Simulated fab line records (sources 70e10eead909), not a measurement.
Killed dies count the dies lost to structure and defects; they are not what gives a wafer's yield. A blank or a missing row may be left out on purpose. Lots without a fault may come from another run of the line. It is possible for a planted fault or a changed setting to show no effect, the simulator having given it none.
Which tool did it? -- flow nandHarc -- 39 wafers from 13 lots sampled at 5 of the route's 1302 steps

## WHAT THE GAUGES READ, wafer by wafer
NHARC_P_GATE_OVL_MEAS_27.
lot,measured,on,overlayXNm (nm),overlayYNm (nm)
L158,day 5 05:26,overlay-02,2.0 2.1 1.3,-0.1 -0.2 -0.3
L159,day 5 10:58,overlay-01,1.3 1.1 0.7,-0.3 -0.6 -0.8
L163,day 6 23:34,overlay-02,1.1 1.1 1.0,-0.8 -0.5 -0.3
L162,day 6 23:43,overlay-01,-0.7 -0.3 -0.2,0.4 0.4 0.3
L164,day 7 21:05,overlay-02,-0.6 -0.6 -0.9,-0.2 0.0 -0.1
L165,day 8 04:22,overlay-01,-0.4 -0.7 -0.6,0.4 0.6 0.8
L167,day 8 18:14,overlay-01,1.8 1.6 1.4,0.0 0.6 0.2
L174,day 11 15:49,overlay-02,0.0 -0.1 -0.3,-0.5 -0.2 -0.6
L177,day 12 19:59,overlay-02,0.3 0.2 0.5,0.6 -0.2 0.6
L178,day 13 07:51,overlay-02,0.1 0.0 -0.3,-1.7 -0.5 -1.5
L179,day 13 21:52,overlay-02,-0.8 -1.3 -0.7,-1.3 -0.8 -0.6
L180,day 13 22:11,overlay-02,1.0 1.7 1.3,0.7 0.7 0.6
L181,day 14 11:53,overlay-02,-0.1 0.1 -0.5,0.7 0.7 0.6

NHARC_P_GATE_INSPECT_28.
lot,measured,on,rawDefectCount
L158,day 5 05:28,defectInspect-02,5 3 11
L159,day 5 11:00,defectInspect-01,6 3 3
L163,day 6 23:36,defectInspect-01,13 10 6
L162,day 6 23:45,defectInspect-01,4 4 4
L164,day 7 21:08,defectInspect-01,4 5 6
L165,day 8 04:24,defectInspect-02,10 5 6
L167,day 8 18:16,defectInspect-01,7 6 1
L174,day 11 15:51,defectInspect-02,3 4 7
L177,day 12 20:02,defectInspect-02,2 6 4
L178,day 13 07:53,defectInspect-01,9 5 6
L179,day 13 21:53,defectInspect-02,6 6 8
L180,day 13 22:13,defectInspect-02,5 5 7
L181,day 14 11:55,defectInspect-02,3 9 7

NHARC_P_GATE_CD_MEAS_46 targets a cd of 720 nm.
lot,measured,on,cdNm (nm)
L158,day 5 17:17,cdSem-02,719.5 720.0 722.0
L159,day 5 22:40,cdSem-03,723.2 718.2 721.5
L163,day 7 11:29,cdSem-03,719.2 720.7 720.3
L162,day 7 11:40,cdSem-03,720.4 718.2 719.6
L164,day 8 09:01,cdSem-03,720.9 720.6 720.2
L165,day 8 16:13,cdSem-02,720.2 720.7 721.2
L167,day 9 06:12,cdSem-02,- - -
L174,day 12 03:41,cdSem-02,719.4 721.8 720.9
L177,day 13 07:46,cdSem-03,720.5 723.0 722.9
L178,day 13 19:38,cdSem-03,720.2 720.4 720.9
L179,day 14 11:53,cdSem-03,720.2 717.6 718.7
L180,day 14 10:04,cdSem-03,719.8 719.5 720.4
L181,day 14 23:52,cdSem-02,717.2 717.8 720.4

## TOOL THAT RAN EACH LOT (tool first, then ch and the chambers of the sampled wafers, then the start)
lot,NHARC_P_GATE_ETCH_32,NHARC_P_GATE_EXPOSE_43
L158,"rieSi-01 ch 0,1,3, day 5 05:59","krfScanner-03 ch 0, day 5 17:07"
L159,"rieSi-03 ch 2,3, day 5 11:32","krfScanner-03 ch 0, day 5 22:31"
L163,"rieSi-01 ch 0,2,3, day 7 00:13","krfScanner-01 ch 0, day 7 11:20"
L162,"rieSi-02 ch 0,3, day 7 00:17","krfScanner-02 ch 0, day 7 11:31"
L164,"rieSi-03 ch 1,2,3, day 7 21:41","krfScanner-03 ch 0, day 8 08:51"
L165,"rieSi-02 ch 0,1,3, day 8 04:55","krfScanner-01 ch 0, day 8 16:04"
L167,"rieSi-03 ch 0,1,3, day 8 18:53","krfScanner-01 ch 0, day 9 06:03"
L174,"rieSi-02 ch 2,3, day 11 16:23","krfScanner-01 ch 0, day 12 03:32"
L177,"rieSi-03 ch 0,2,3, day 12 20:35","krfScanner-01 ch 0, day 13 07:37"
L178,"rieSi-03 ch 1,2,3, day 13 08:27","krfScanner-01 ch 0, day 13 19:29"
L179,"rieSi-03 ch 0,1, day 13 22:25","krfScanner-01 ch 0, day 14 11:43"
L180,"rieSi-01 ch 1,2,3, day 13 22:46","krfScanner-02 ch 0, day 14 09:55"
L181,"rieSi-02 ch 0,1,2, day 14 12:31","krfScanner-02 ch 0, day 14 23:43"
- NHARC_P_GATE_ETCH_32: etches the open film in HBr/Cl2, target depth 150 nm, time 100.1 s.
- NHARC_P_GATE_EXPOSE_43: exposes mask P NSD, target cd 720 nm.

## WHAT THE TOOLS THEMSELVES READ (means of the sampled wafers that have a number; where no wafer has one, the mark that the record gives instead)
NHARC_P_GATE_ETCH_32.
lot,tool,drypumpMotorCurrentA (A),oesProductAu (a.u.),throttleValvePct (%)
L158,rieSi-01,6.3,1.004,26.414
L159,rieSi-03,5.6,1.004,26.402
L163,rieSi-01,6.5,1.004,26.396
L162,rieSi-02,6.2,0.997,26.396
L164,rieSi-03,5.7,1.001,26.402
L165,rieSi-02,5.9,0.987,26.415
L167,rieSi-03,6.0,1.002,26.419
L174,rieSi-02,5.6,1.001,26.406
L177,rieSi-03,5.9,0.999,26.400
L178,rieSi-03,5.7,1.004,26.401
L179,rieSi-03,6.1,0.994,26.404
L180,rieSi-01,6.2,0.997,26.398
L181,rieSi-02,5.6,0.992,26.406

## THE ANSWER, worked out from the rows above alone
Rule: usual is defined by the lots themselves. Put in order of their means at a reading, lots are off if they are a third of the lots or fewer, leave a main group of 4 or more, and stand apart from it by a gap of 3 or more times the standard deviation of the main group's means; of several such gaps the widest counts. The tables above print the reading to a certain number of digits; a main group whose means all agree to those digits is not used. Also off: a lot with no number at a reading for which 4 or more lots have one. Where the step has rows for the other lots, those lots are counted as sound. Order of review: gauges by route order, followed by the tools' own readings, for which a lot's mean as printed above is used. The first step at which some lot is off is used, and at that step the reading that is off furthest; a lot without a number counts as furthest.
Off: L167, at NHARC_P_GATE_CD_MEAS_46 (cdNm). Without a number there: L167. The main group: mean 720.2 nm, standard deviation 0.95.
If a tool, at a process step before that reading, ran all the lots that are off and no sound lot after the first of them, it fits. Those tools and the gauges at NHARC_P_GATE_CD_MEAS_46 are tried in the same way. No candidate that was tried fits.

## WHAT THE SIMULATOR HAD INSERTED
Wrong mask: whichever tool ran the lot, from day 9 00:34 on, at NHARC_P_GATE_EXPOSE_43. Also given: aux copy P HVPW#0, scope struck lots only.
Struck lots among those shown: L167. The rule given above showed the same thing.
